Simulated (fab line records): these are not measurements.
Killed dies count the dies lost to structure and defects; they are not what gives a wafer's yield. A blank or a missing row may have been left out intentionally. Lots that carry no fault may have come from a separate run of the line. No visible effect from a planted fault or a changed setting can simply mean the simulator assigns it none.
fab line records	flow n5-finfet
record lots=7	wafers=39
route steps=1938 shown BEOL_M10@1512
start-h: hours from the record's first day to the start of the lot's first wafer shown	wait-h: time in hours since the lot's previous step	" same as the row above	L1.1+2: a single row standing in for several wafers	- either no value or no given start	* or withheld: withheld	< > ~ a bound
route shown NAME@n: NAME is a module with steps in the file, n the number in the route of the first one	usual: mean/standard deviation of fault-free wafers	same: alike in all rows	chamber/n: place in a boat	sites: readings site by site	_std_site: standard deviation across them	_edge_site: inner sites' mean taken away from outer sites' mean	radius-mm: how far each site lies from the wafer's centre	mask NAME#n: copy n	behind: the last tool/chamber to shape the wafer	hold: why the lot was held/for how many hours/how that ended	device: transistor that didn't switch, given as n, p or np	end of line: at the end of the route, the tests of the same wafers	step lacking rows: just its recipe	killed: dies lost to structure and defects at the first sort, not the wafer's yield	map: the dies of a wafer, with x for killed, . for not killed, _ for no die there
set.NAME: the setting that was run; set.NAME@STEP: the one run at that earlier step	model.NAME: the simulator's own value behind a step, which no gauge read
one table per step and one row per wafer, for lots whose settings were changed on purpose
## steps
# step N5_BEOL_M10_TRENCH_ETCH_37
# recipe chemistry=C4F6/O2	target-depth-a=1488.3	target=SiCOH_lowk	time-s=48	ion-energy-ev=250	pressure-mtorr=30	source-w=345	bias-w=185	Ar_flow_sccm=300	C4F6_flow_sccm=10	O2_flow_sccm=10
lot.wafer	tool	chamber	start-h	wait-h	set.target-depth-a	model.BEOL_M10.feature-depth-nm	model.etch.depth-nm	model.TiN_of_BEOL_M10_HM_DEP_02.thk-nm
L075.1	rie-diel-04	3	-	-	1488.3	150	150.1	15.8
L075.2	"	0	"	"	2367	236.6	236.7	13.8
L075.3	"	2	"	"	2367	238.8	238.8	14
L075.4	"	2	"	"	1488.3	149.4	149.4	16.4
L075.5	"	0	"	"	2367	235.2	235.2	13.8
L075.6	"	3	"	"	1488.3	151	151	15.8
L078.1	rie-diel-04	1	-	-	1488.3	147	147	16
L078.5	"	3	"	"	1488.3	152.2	152.1	16
L078.6	"	2	"	"	1488.3	151.2	151.1	16.2
L080.1	rie-diel-06	3	-	-	1488.3	149.2	149.1	15.8
L080.2	"	2	"	"	1488.3	147.2	147.2	15.8
L080.3	"	1	"	"	1488.3	153.4	153.5	16.2
L080.4	"	1	"	"	1488.3	153.2	153.3	15.8
L080.5	"	3	"	"	1488.3	148.8	148.8	15.8
L080.6	"	2	"	"	1488.3	147.8	147.8	16
L085.1	rie-diel-04	3	-	-	1241	125.2	125.2	17
L085.2	"	1	"	"	1488.3	145.8	145.9	16.2
L085.3	"	0	"	"	1241	121.8	121.8	17.2
L085.4	"	2	"	"	1241	126.2	126.1	16.2
L085.5	"	3	"	"	1488.3	149.4	149.4	16.2
L085.6	"	0	"	"	1488.3	145.6	145.7	16.2
L088.1	rie-diel-06	3	-	-	1488.3	147.8	147.8	16
L088.2	"	2	"	"	1488.3	147.6	147.6	16.2
L088.3	"	0	"	"	1488.3	146	145.9	15.4
L088.4	"	1	"	"	757.2	78.6	78.53	17.8
L088.5	"	2	"	"	757.2	74.6	74.5	18.2
L088.6	"	3	"	"	757.2	74.8	74.89	17.4
L084.1	rie-diel-05	1	-	-	1488.3	150	150	16
L084.2	"	0	"	"	1488.3	144.8	144.8	16
L084.3	"	1	"	"	1488.3	151.4	151.4	15.8
L084.4	"	0	"	"	1488.3	144.6	144.6	16.6
L084.5	"	1	"	"	1488.3	150.2	150.2	15.8
L084.6	"	0	"	"	1488.3	146.2	146.2	15.6
L095.1	rie-diel-05	0	-	-	1488.3	143.2	143.1	16
L095.2	"	1	"	"	916.2	92.4	92.47	17.8
L095.3	"	2	"	"	1488.3	148.8	148.8	16
L095.4	"	0	"	"	916.2	89	88.96	18
L095.5	"	1	"	"	916.2	92.2	92.26	17.4
L095.6	"	2	"	"	1488.3	148.8	148.8	16.2
# step N5_BEOL_M10_ETCH_41
# recipe chemistry=CH3F/O2	target=SiCN	target-depth-a=426	taper-deg=2	time-s=86	ion-energy-ev=120	mask-material=TiN	pressure-mtorr=30	source-w=395	bias-w=75	Ar_flow_sccm=150	CH3F_flow_sccm=30	O2_flow_sccm=20
# step N5_BEOL_M10_STRIP_77
# recipe chemistry=N2/H2	time-s=10	power-w=450	temp-c=40	pressure-mtorr=20	rf-frequency-hz=6e+07	bias-power-w=7	n2-flow-sccm=200	h2-flow-sccm=200
# step N5_BEOL_M10_OCD_MEAS_38
# usual trench-depth-nm=148.8/2.7
lot.wafer	tool	chamber	start-h	wait-h	set.target-depth-a@BEOL_M10_TRENCH_ETCH_37	trench-depth-nm
L075.1	ocd-01	-	241.88	-	1488.3	150.1
L075.2	"	-	"	"	2367	237.2
L075.3	"	-	"	"	2367	239.0
L075.4	"	-	"	"	1488.3	149.6
L075.5	"	-	"	"	2367	234.8
L075.6	"	-	"	"	1488.3	151.1
L078.1	ocd-01	-	257.97	-	1488.3	147.1
L078.5	"	-	"	"	1488.3	151.7
L078.6	"	-	"	"	1488.3	151.0
L080.1	ocd-02	-	272.22	-	1488.3	149.4
L080.2	"	-	"	"	1488.3	147.2
L080.3	"	-	"	"	1488.3	154.2
L080.4	"	-	"	"	1488.3	153.4
L080.5	"	-	"	"	1488.3	148.9
L080.6	"	-	"	"	1488.3	147.9
L085.1	ocd-01	-	288.72	-	1241	125.3
L085.2	"	-	"	"	1488.3	145.6
L085.3	"	-	"	"	1241	121.8
L085.4	"	-	"	"	1241	125.8
L085.5	"	-	"	"	1488.3	149.4
L085.6	"	-	"	"	1488.3	145.9
L088.1	ocd-01	-	299.45	-	1488.3	147.5
L088.2	"	-	"	"	1488.3	147.2
L088.3	"	-	"	"	1488.3	145.5
L088.4	"	-	"	"	757.2	78.8
L088.5	"	-	"	"	757.2	74.0
L088.6	"	-	"	"	757.2	74.3
L084.1	ocd-02	-	299.57	-	1488.3	150.0
L084.2	"	-	"	"	1488.3	144.7
L084.3	"	-	"	"	1488.3	151.7
L084.4	"	-	"	"	1488.3	144.6
L084.5	"	-	"	"	1488.3	150.0
L084.6	"	-	"	"	1488.3	146.2
L095.1	ocd-01	-	370.41	-	1488.3	143.3
L095.2	"	-	"	"	916.2	92.8
L095.3	"	-	"	"	1488.3	148.4
L095.4	"	-	"	"	916.2	89.0
L095.5	"	-	"	"	916.2	92.3
L095.6	"	-	"	"	1488.3	148.9
# step N5_BEOL_M10_HM_STRIP_39
# recipe chemistry=peroxide-tin-strip	material=TiN	target-depth-a=250	temp-c=50	time-s=158
# step N5_BEOL_M10_SRD_40
# recipe time-s=30	temp-c=23	rinse-liquid=diw	dry=ipa-marangoni
# step N5_BEOL_M10_ECD_50
# recipe material=Cu	target-thk-a=3180
# step N5_BEOL_M10_ANNEAL_51
# recipe temp-c=225	time-s=90	ambient=N2
# step N5_BEOL_M10_CMP_52
# recipe stop-on=SiCOH_lowk	t-overpolish-s=7	down-force-psi=1	platen-rpm=50	clearing-platen-down-force-psi=1.5	clearing-platen-rpm=50	post-cmp-clean=cu-alkaline	target-thk-nm=140	clearing-platen-pad-velocity-m-s=0.99484	pad-velocity-m-s=0.99484
lot.wafer	tool	chamber	start-h	wait-h	set.target-depth-a@BEOL_M10_TRENCH_ETCH_37	model.Cu_of_BEOL_M10_ECD_50.thk-nm
L075.4	cmp-03	2	243.77	0.1	1488.3	139.2
L075.1	"	3	"	"	1488.3	140.6
L075.3	"	0	"	"	2367	228.8
L075.2	"	1	"	"	2367	226
L075.6	"	2	"	"	1488.3	140.2
L075.5	"	3	"	"	2367	225.4
L078.1	cmp-03	2	260.77	0.5	1488.3	135.8
L078.5	"	1	"	"	1488.3	141.8
L078.6	"	2	"	"	1488.3	141.6
L080.1	cmp-02	1	274.14	0.3	1488.3	138.4
L080.4	"	2	"	"	1488.3	145.4
L080.3	"	3	"	"	1488.3	143.6
L080.2	"	0	"	"	1488.3	136.6
L080.6	"	1	"	"	1488.3	137
L080.5	"	2	"	"	1488.3	141.4
L085.3	cmp-01	2	292.02	0.2	1241	110
L085.2	"	3	"	"	1488.3	134.8
L085.4	"	0	"	"	1241	116.4
L085.1	"	1	"	"	1241	114.6
L085.5	"	2	"	"	1488.3	140
L085.6	"	3	"	"	1488.3	135.4
L088.1	cmp-01	3	303.40	0.3	1488.3	137.2
L088.2	"	0	"	"	1488.3	137.8
L088.3	"	1	"	"	1488.3	137
L088.4	"	2	"	"	757.2	66.6
L088.5+6	"	3,0	"	"	757.2	65.4
L084.1	cmp-03	2	303.44	0.3	1488.3	139
L084.3	"	3	"	"	1488.3	141.2
L084.4	"	0	"	"	1488.3	134.2
L084.2	"	1	"	"	1488.3	134.4
L084.6	"	2	"	"	1488.3	135.8
L084.5	"	3	"	"	1488.3	139.2
L095.3	cmp-01	1	372.57	0.2	1488.3	139.8
L095.1	"	2	"	"	1488.3	132.4
L095.4	"	3	"	"	916.2	79
L095.2	"	0	"	"	916.2	85.2
L095.5	"	1	"	"	916.2	82.8
L095.6	"	2	"	"	1488.3	139.4
# step N5_BEOL_M10_THK_MEAS_53
# recipe thk-meas-gauge=xrf	reads=Cu_of_BEOL_M10_ECD_50
# usual M10_THK=140/3.3
lot.wafer	tool	chamber	start-h	wait-h	set.target-depth-a@BEOL_M10_TRENCH_ETCH_37	M10_THK[nm]
L075.1	film-metro-01	-	244.07	-	1488.3	140
L075.2	"	-	"	"	2367	224
L075.3	"	-	"	"	2367	227
L075.4	"	-	"	"	1488.3	138
L075.5	"	-	"	"	2367	224
L075.6	"	-	"	"	1488.3	139
L078.1	film-metro-01	-	261.03	-	1488.3	136
L078.5	"	-	"	"	1488.3	142
L078.6	"	-	"	"	1488.3	141
L080.1	film-metro-01	-	274.44	-	1488.3	139
L080.2	"	-	"	"	1488.3	137
L080.3	"	-	"	"	1488.3	145
L080.4	"	-	"	"	1488.3	146
L080.5	"	-	"	"	1488.3	142
L080.6	"	-	"	"	1488.3	137
L085.1	film-metro-01	-	292.31	-	1241	115
L085.2	"	-	"	"	1488.3	135
L085.3	"	-	"	"	1241	111
L085.4	"	-	"	"	1241	117
L085.5	"	-	"	"	1488.3	141
L085.6	"	-	"	"	1488.3	136
L088.1	film-metro-02	-	303.69	-	1488.3	137
L088.2	"	-	"	"	1488.3	138
L088.3	"	-	"	"	1488.3	137
L088.4	"	-	"	"	757.2	67
L088.5	"	-	"	"	757.2	65
L088.6	"	-	"	"	757.2	66
L084.1	film-metro-02	-	303.73	-	1488.3	140
L084.2	"	-	"	"	1488.3	136
L084.3	"	-	"	"	1488.3	143
L084.4	"	-	"	"	1488.3	135
L084.5	"	-	"	"	1488.3	140
L084.6	"	-	"	"	1488.3	137
L095.1	film-metro-02	-	372.87	-	1488.3	133
L095.2	"	-	"	"	916.2	86
L095.3	"	-	"	"	1488.3	141
L095.4	"	-	"	"	916.2	80
L095.5	"	-	"	"	916.2	83
L095.6	"	-	"	"	1488.3	141
# step N5_BEOL_M10_PRE_CLEAN_55
# recipe gas=NH3	time-s=15	temp-c=withheld	rf-power-w=300
# step N5_BEOL_M10_DEP_56
# recipe material=SiCN	target-thk-a=150	temp-c=withheld	precursor=3MS/NH3	pressure-torr=3	rf-w=202	time-s=26.5
# step N5_BEOL_M10_RS_MEAS_57
# recipe thk-meas-gauge=four-point-probe	reads=Cu_of_BEOL_M10_ECD_50+Co_of_BEOL_M10_CVD_75+TaN_of_BEOL_M10_ALD_74
# usual M10_RS=0.152/0.0037
lot.wafer	tool	chamber	start-h	wait-h	set.target-depth-a@BEOL_M10_TRENCH_ETCH_37	M10_RS[ohm/sq]
L075.1	film-metro-01	-	244.20	0.1	1488.3	0.150
L075.2	"	-	"	"	2367	0.090
L075.3	"	-	"	"	2367	0.089
L075.4	"	-	"	"	1488.3	0.152
L075.5	"	-	"	"	2367	0.090
L075.6	"	-	"	"	1488.3	0.150
L078.1	film-metro-01	-	261.16	0.1	1488.3	0.156
L078.5	"	-	"	"	1488.3	0.148
L078.6	"	-	"	"	1488.3	0.149
L080.1	film-metro-01	-	274.57	0.1	1488.3	0.153
L080.2	"	-	"	"	1488.3	0.155
L080.3	"	-	"	"	1488.3	0.147
L080.4	"	-	"	"	1488.3	0.145
L080.5	"	-	"	"	1488.3	0.149
L080.6	"	-	"	"	1488.3	0.155
L085.1	film-metro-01	-	292.45	0.1	1241	0.189
L085.2	"	-	"	"	1488.3	0.157
L085.3	"	-	"	"	1241	0.198
L085.4	"	-	"	"	1241	0.185
L085.5	"	-	"	"	1488.3	0.151
L085.6	"	-	"	"	1488.3	0.156
L088.1	film-metro-02	-	303.83	0.1	1488.3	0.155
L088.2	"	-	"	"	1488.3	0.153
L088.3	"	-	"	"	1488.3	0.155
L088.4	"	-	"	"	757.2	0.355
L088.5	"	-	"	"	757.2	0.363
L088.6	"	-	"	"	757.2	0.362
L084.1	film-metro-01	-	303.87	0.1	1488.3	0.152
L084.2	"	-	"	"	1488.3	0.157
L084.3	"	-	"	"	1488.3	0.149
L084.4	"	-	"	"	1488.3	0.158
L084.5	"	-	"	"	1488.3	0.152
L084.6	"	-	"	"	1488.3	0.156
L095.1	film-metro-02	-	373.00	0.1	1488.3	0.160
L095.2	"	-	"	"	916.2	0.266
L095.3	"	-	"	"	1488.3	0.151
L095.4	"	-	"	"	916.2	0.289
L095.5	"	-	"	"	916.2	0.274
L095.6	"	-	"	"	1488.3	0.152
## key
split step=N5_BEOL_M10_TRENCH_ETCH_37	setting=target-depth-a	stated=1488.3	by=wafer
response step=N5_BEOL_M10_TRENCH_ETCH_37	reading=model.BEOL_M10.feature-depth-nm	change=+1.45	per=1%	r=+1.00
response step=N5_BEOL_M10_TRENCH_ETCH_37	reading=model.etch.depth-nm	change=+1.45	per=1%	r=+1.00
response step=N5_BEOL_M10_TRENCH_ETCH_37	reading=model.TiN_of_BEOL_M10_HM_DEP_02.thk-nm	change=-0.0385	per=1%	r=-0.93
response step=N5_BEOL_M10_OCD_MEAS_38	reading=trench-depth-nm	change=+1.45	per=1%	r=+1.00
response step=N5_BEOL_M10_CMP_52	reading=model.Cu_of_BEOL_M10_ECD_50.thk-nm	change=+1.45	per=1%	r=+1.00
response step=N5_BEOL_M10_THK_MEAS_53	reading=M10_THK	change=+1.45	per=1%	r=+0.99
response step=N5_BEOL_M10_RS_MEAS_57	reading=M10_RS	shape=bent	at-lowest=0.360	at-stated=0.153	at-highest=0.090
